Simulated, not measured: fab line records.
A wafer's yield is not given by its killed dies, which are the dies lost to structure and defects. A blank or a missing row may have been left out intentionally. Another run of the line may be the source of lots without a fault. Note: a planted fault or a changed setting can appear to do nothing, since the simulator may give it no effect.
The same fault as seen by 2 desks | flow nand_harc | each desk holds nothing but its own numbers, with what lay behind them at the end

== AT THE TOOL OWNER'S DESK: pecvd_onon-01 ==
The tool's own readings at NHARC_A_ONON_D1_DEP_19 (target thk 1000 nm): means of the sampled wafers that have a number, for each lot that ran on this tool. Any lot whose mean is over 4 standard deviations away from the usual mean is out of limits and marked OUT; that distance is given in the brackets.
Columns: A = n2_flow_sccm at NHARC_A_ONON_D1_DEP_19, usual 2750 sccm; B = n2o_flow_sccm at NHARC_A_ONON_D1_DEP_19, usual 2001 sccm; C = nh3_flow_sccm at NHARC_A_ONON_D1_DEP_19, usual 499.8 sccm
lot  | first seen here | A    | B    | C
L609 | day 7 23:47     | 2758 | 1996 | 500.6
L618 | day 10 14:14    | 2757 | 2000 | 499.4
L622 | day 11 05:20    | 2742 | 2001 | 502.3
L623 | day 11 14:42    | 2752 | 1997 | 499.2
L627 | day 12 12:18    | 2756 | 2002 | 500.6
This desk's verdict: no lot among the 5 shows anything out of limits.

== AT THE METROLOGY DESK ==
Lot by lot, what the gauges showed, no matter which tool ran the lot: averages of those sampled wafers that carry a number. Any lot whose mean is over 4 standard deviations away from the usual mean is out of limits and marked OUT; that distance is given in the brackets.
Columns: A = thk_nm at NHARC_A_SOURCE_PLATE_THK_MEAS_06, usual 199.1 nm; B = thk_nm at NHARC_A_ONON_D1_THK_MEAS_11, usual 998 nm; C = thk_nm at NHARC_A_ONON_D1_THK_MEAS_18, usual 1001 nm; D = thk_nm at NHARC_A_ONON_D1_THK_MEAS_21, usual 1001 nm
lot  | first seen here | A     | B    | C    | D
L609 | day 7 13:42     | 198.5 | 989  | 994  | 1002
L608 | day 7 17:20     | 200.3 | 1004 | 993  | 1002
L611 | day 8 03:46     | 197.5 | 995  | 1002 | 1016
L612 | day 8 09:35     | 201.3 | 992  | 985  | 987
L614 | day 9 08:17     | 199.3 | 1012 | 994  | 991
L617 | day 9 19:36     | 198.3 | 990  | 986  | 1006
L618 | day 10 02:06    | 196.2 | 1023 | 1017 | 1005
L622 | day 10 18:41    | 196.0 | 992  | 1016 | 985
L620 | day 10 18:42    | 200.0 | 982  | 997  | 1003
L623 | day 11 03:01    | 200.8 | 994  | 1006 | 1184 (+19) OUT
L625 | day 12 02:08    | 200.3 | 1011 | 993  | 1012
L627 | day 12 02:08    | 199.2 | 1012 | 1001 | 1181 (+19) OUT
L628 | day 12 11:49    | 199.8 | 997  | 1009 | 1008
L631 | day 12 18:38    | 201.3 | 994  | 993  | 995
This desk's finding: out of limits on L623, L627; first on L623, day 11 15:09 (thk_nm at NHARC_A_ONON_D1_THK_MEAS_21). In limits: L609, L608, L611, L612, L614, L617, L618, L622, L620, L625, L628, L631.

== BROUGHT TOGETHER ==
Metrology desk: alarm possible at day 11 15:09 on L623, L627.
The desk of the tool owner found nothing out of limits.
On record at the tool owner's desk: L623, L627, within its limits.
On pecvd_onon-01, each named lot ran NHARC_A_ONON_D1_DEP_19.

== WHAT THE SIMULATOR HAD INSERTED ==
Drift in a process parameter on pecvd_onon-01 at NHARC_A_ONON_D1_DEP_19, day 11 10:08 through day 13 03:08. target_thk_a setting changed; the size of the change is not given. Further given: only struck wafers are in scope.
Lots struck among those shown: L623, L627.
Time in hours between the start of the fault and the first out-of-limits reading at each desk: metrology desk, 5.
